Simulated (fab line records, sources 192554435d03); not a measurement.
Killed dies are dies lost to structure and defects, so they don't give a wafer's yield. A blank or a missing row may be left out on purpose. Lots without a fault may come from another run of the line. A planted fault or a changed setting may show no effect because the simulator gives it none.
Split-lot experiment | flow n5_finfet | 7 lots, 21 wafers read, on a route of 1938 steps

THE SPLIT
At N5_BEOL_M7_TRENCH_ETCH_37 (etches SiCOH lowk in C4F6/O2, target depth 93.478 nm, time 31.2 s), the setting time_s was moved away from the recipe's 31.2 s on 10 of the 21 wafers read, by -12.0% to +19.6%. The other wafers ran this setting at the recipe's value.

FROM THE SPLIT TO THE READING: what the file shows between them, 11 steps
- N5_BEOL_M7_ETCH_41: etches SiCN in CH3F/O2, target depth 31.9 nm, time 57.8 s
- N5_BEOL_M7_STRIP_80: strips in N2/H2, time 10 s
- N5_BEOL_M7_OCD_MEAS_38
- N5_BEOL_M7_HM_STRIP_39: strips TiN in peroxide tin strip, target depth 25 nm, time 158 s
- N5_BEOL_M7_SRD_40: time 30 s
- N5_BEOL_M7_ECD_50: material Cu, target thk 300 nm
- N5_BEOL_M7_ANNEAL_51: time 90 s
- N5_BEOL_M7_CMP_52: polishes, stops on SiCOH lowk, t overpolish 6.9 s, target thk 80 nm
- N5_BEOL_M7_THK_MEAS_53: measures by xrf
- N5_BEOL_M7_PRE_CLEAN_55: time 15 s
- N5_BEOL_M7_DEP_56: deposits SiCN from 3MS/NH3, target thk 10 nm, time 17.5 s

THE READING
M7_RS, in ohm/sq, at N5_BEOL_M7_RS_MEAS_57 (measures by four-point-probe). Fault-free wafers of this fab line usually give 0.286 ohm/sq, standard deviation 0.0074 ohm/sq.

wafer  | tool, chamber at the split | time_s as run, s | against the recipe | M7_RS, ohm/sq | against lot-mates on the recipe
L074.1 | rie_diel-06, 1             | 33.91            | +8.7%              | 0.265         | no lot-mate on the recipe
L074.5 | rie_diel-06, 3,2           | 33.91            | +8.7%              | 0.257         | no lot-mate on the recipe
L074.6 | rie_diel-06, 3,2           | 33.91            | +8.7%              | 0.258         | no lot-mate on the recipe
L075.3 | rie_diel-06, 1             | 27.46            | -12.0%             | 0.348         | +0.050
L075.4 | rie_diel-06, 0             | 31.2             | recipe             | 0.298         | -
L075.5 | rie_diel-06, 0             | 31.2             | recipe             | 0.297         | -
L080.1 | rie_diel-02, 3             | 31.2             | recipe             | 0.302         | -
L080.2 | rie_diel-02, 0             | 29.32            | -6.0%              | 0.315         | +0.013
L080.3 | rie_diel-02, 1             | 29.32            | -6.0%              | 0.304         | +0.002
L084.2 | rie_diel-01, 2             | 31.2             | recipe             | 0.291         | -
L084.3 | rie_diel-01, 1             | 31.2             | recipe             | 0.285         | -
L084.5 | rie_diel-01, 3             | 31.2             | recipe             | 0.297         | -
L089.2 | rie_diel-02, 1             | 31.2             | recipe             | 0.279         | -
L089.5 | rie_diel-02, 3             | 31.2             | recipe             | 0.290         | -
L089.6 | rie_diel-02, 0             | 31.2             | recipe             | 0.282         | -
L091.4 | rie_diel-01, 0             | 37.31            | +19.6%             | 0.223         | -0.055
L091.5 | rie_diel-01, 2             | 37.31            | +19.6%             | 0.215         | -0.063
L091.6 | rie_diel-01, 1             | 31.2             | recipe             | 0.278         | -
L095.3 | rie_diel-02, 0             | 34.11            | +9.3%              | 0.239         | -0.047
L095.4 | rie_diel-02, 3             | 31.2             | recipe             | 0.286         | -
L095.5 | rie_diel-02, 2             | 34.11            | +9.3%              | 0.247         | -0.039
Where a row lists several chambers, the file gives one row for several wafers and doesn't say which wafer went through which chamber.

THE FIT
A straight line over all 21 wafers: M7_RS changes by -0.00388 ohm/sq for each +1% of time_s; r = -0.97; the points scatter about the line by 0.0084 ohm/sq.
The same after taking each lot's own level away (the mean of its wafers on the recipe; 18 wafers): -0.00324 ohm/sq for each +1%; r = -0.96; scatter 0.0079 ohm/sq.
On that fit, the largest move of time_s shifts the reading by 0.064 ohm/sq.
The lots' own levels span 0.2780 to 0.3020 ohm/sq, that is 3.2 times the standard deviation above.
So the lot-to-lot level changes the slope: the two fits differ.
Check: with one of the wafers moved furthest among these (+19.6%) left out of the fit, the line predicts -0.0704 ohm/sq for it against its lot-mates. It came out at -0.055 ohm/sq against them.

OTHER SPLITS ON THESE WAFERS
These wafers also went through other splits before the reading. Each is held against what the fit with the lots' levels taken away leaves over:
other split on the same wafers | wafers away from the commonest value | r with M7_RS (lot level and that fit taken away)
N5_BEOL_M5_COAT_71 spin_rpm    | 9                                    | +0.51
N5_BEOL_M6_EXPOSE_08 dose_mj   | 6                                    | -0.01
N5_BEOL_M7_VIA_ETCH_34 bias_w  | 8                                    | -0.20

THE WHOLE CHAIN: every reading that the file lists as answering this split, in the file's order
step                      | what it does                                                        | reading                                                                      | change (the file's fit)               | r (the file's)
N5_BEOL_M7_TRENCH_ETCH_37 | etches SiCOH lowk in C4F6/O2, target depth 93.478 nm, time 31.2 s   | BEOL_M7.feature_depth_nm (the simulator's own value, which no gauge read)    | +0.953 nm for each +1% of the setting | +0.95
N5_BEOL_M7_TRENCH_ETCH_37 | etches SiCOH lowk in C4F6/O2, target depth 93.478 nm, time 31.2 s   | etch.depth_nm (the simulator's own value, which no gauge read)               | +0.951 nm for each +1% of the setting | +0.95
N5_BEOL_M7_OCD_MEAS_38    |                                                                     | trench_depth_nm                                                              | +0.94 nm for each +1% of the setting  | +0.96
N5_BEOL_M7_CMP_52         | polishes, stops on SiCOH lowk, t overpolish 6.9 s, target thk 80 nm | Cu_of_BEOL_M7_ECD_50.thk_nm (the simulator's own value, which no gauge read) | +0.922 nm for each +1% of the setting | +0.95
N5_BEOL_M7_THK_MEAS_53    | measures by xrf                                                     | M7_THK                                                                       | +0.947 for each +1% of the setting    | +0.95
N5_BEOL_M7_RS_MEAS_57     | measures by four-point-probe                                        | M7_RS                                                                        | -0.00338 for each +1% of the setting  | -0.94

THE FILE'S OWN FIT
M7_RS changes by -0.00338 ohm/sq for each +1% of time_s, r = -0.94.
